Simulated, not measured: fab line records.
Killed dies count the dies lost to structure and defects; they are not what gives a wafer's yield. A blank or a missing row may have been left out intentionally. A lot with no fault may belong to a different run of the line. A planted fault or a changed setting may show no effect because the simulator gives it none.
Split-lot experiment ; flow n5Finfet ; on a route of 1938 steps: 7 lots, 39 wafers read

## THE SPLIT ITSELF
At N5_BEOL_M3_VIA_ETCH_34 (etches the open film in C4F6/O2, target depth 69.4 nm, time 65.9 s), the setting targetDepthA was moved away from the recipe's 694 angstrom on 9 of the 39 wafers read, by -20.0% to +48.1%. This setting was run at the recipe's value on the other wafers.

The reading is taken at the split's own step.

## THE READING
SOC_of_BEOL_M3_COAT_67.thkNm (the simulator's own value, which no gauge read), in nm, at N5_BEOL_M3_VIA_ETCH_34 (etches the open film in C4F6/O2, target depth 69.4 nm, time 65.9 s). The file does not state a usual value for it. The 30 wafers here that ran the recipe average 51.8 nm, standard deviation 0.17 nm.

wafer;tool, chamber at the split;targetDepthA as run, angstrom;against the recipe;SOC_of_BEOL_M3_COAT_67.thkNm, nm;against lot-mates on the recipe
L077.1;rieDiel-03, 0;694;recipe;51.8;-
L077.2;rieDiel-03, 3;694;recipe;51.8;-
L077.3;rieDiel-03, 0;694;recipe;52;-
L077.4;rieDiel-03, 3;694;recipe;51.8;-
L077.5;rieDiel-03, 3;694;recipe;51.8;-
L077.6;rieDiel-03, 0;694;recipe;51.8;-
L083.1;rieDiel-03, 0;896.7;+29.2%;49.4;-2.2
L083.2;rieDiel-03, 2;694;recipe;51.8;-
L083.3;rieDiel-03, 1;896.7;+29.2%;49.2;-2.4
L083.4;rieDiel-03, 3;694;recipe;51.6;-
L083.5;rieDiel-03, 1;694;recipe;51.4;-
L083.6;rieDiel-03, 2;896.7;+29.2%;49.4;-2.2
L086.1;rieDiel-04, 2;694;recipe;51.8;-
L086.2;rieDiel-04, 0;1028;+48.1%;48;-3.8
L086.3;rieDiel-04, 3;1028;+48.1%;48;-3.8
L086.4;rieDiel-04, 2;694;recipe;52;-
L086.5;rieDiel-04, 3;694;recipe;51.6;-
L086.6;rieDiel-04, 0;1028;+48.1%;47.8;-4.0
L090.1;rieDiel-05, 2;694;recipe;52;-
L090.2;rieDiel-05, 0;694;recipe;52;-
L090.3;rieDiel-05, 3;555.4;-20.0%;53.2;+1.1
L090.4;rieDiel-05, 3;555.4;-20.0%;53.6;+1.5
L090.5;rieDiel-05, 2;694;recipe;52.2;-
L090.6;rieDiel-05, 0;555.4;-20.0%;53.6;+1.5
L092.1;rieDiel-03, 1;694;recipe;51.6;-
L092.2;rieDiel-03, 0;694;recipe;51.8;-
L092.3;rieDiel-03, 2;694;recipe;51.8;-
L092.4;rieDiel-03, 3;694;recipe;51.6;-
L092.5;rieDiel-03, 3;694;recipe;51.6;-
L092.6;rieDiel-03, 2;694;recipe;51.8;-
L094.1;rieDiel-04, 2;694;recipe;52;-
L094.2;rieDiel-04, 3;694;recipe;51.8;-
L094.3;rieDiel-04, 1;694;recipe;51.6;-
L094.4;rieDiel-04, 0;694;recipe;51.8;-
L094.5;rieDiel-04, 0;694;recipe;52;-
L094.6;rieDiel-04, 3;694;recipe;51.8;-
L096.3;rieDiel-03, 1;694;recipe;51.6;-
L096.4;rieDiel-03, 0;694;recipe;52;-
L096.5;rieDiel-03, 1;694;recipe;51.6;-

FIT RESULTS
A straight line over all 39 wafers: SOC_of_BEOL_M3_COAT_67.thkNm changes by -0.0816 nm for each +1% of targetDepthA; r = -0.99; the points scatter about the line by 0.17 nm.
The same after taking each lot's own level away (the mean of its wafers on the recipe; 39 wafers): -0.0782 nm for each +1%; r = -0.99; scatter 0.14 nm.
On that fit, the largest move of targetDepthA shifts the reading by 3.8 nm.
From 51.60 to 52.07 nm: that is the span of the lots' own levels, equal to 2.7 times the standard deviation above.
Hence the lot-to-lot level has little effect on the slope; both slopes agree.
Check: -3.78 nm against its lot-mates is what the line predicts for one of the wafers moved furthest among these (+48.1%) when that wafer is left out of the fit. Against them it came out at -3.8 nm.

## THE OTHER SPLITS THESE WAFERS WENT THROUGH
These wafers also went through other splits before the reading. Each is held against what the fit with the lots' levels taken away leaves over:
other split on the same wafers;wafers away from the commonest value;r with SOC_of_BEOL_M3_COAT_67.thkNm (lot level and that fit taken away)
N5_BEOL_M0_SAQP_PECVD_04 timeS;15;+0.09

## THE WHOLE CHAIN: every reading that the file lists as answering this split, in the file's order
step;what it does;reading;change (the file's fit);r (the file's)
N5_BEOL_M3_VIA_ETCH_34;etches the open film in C4F6/O2, target depth 69.4 nm, time 65.9 s;etch.depthNm (the simulator's own value, which no gauge read);+0.692 nm for each +1% of the setting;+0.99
N5_BEOL_M3_VIA_ETCH_34;etches the open film in C4F6/O2, target depth 69.4 nm, time 65.9 s;SOC_of_BEOL_M3_COAT_67.thkNm (the simulator's own value, which no gauge read);-0.0785 nm for each +1% of the setting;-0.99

## THE FILE'S OWN FIT
SOC_of_BEOL_M3_COAT_67.thkNm changes by -0.0785 nm for each +1% of targetDepthA, r = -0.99.
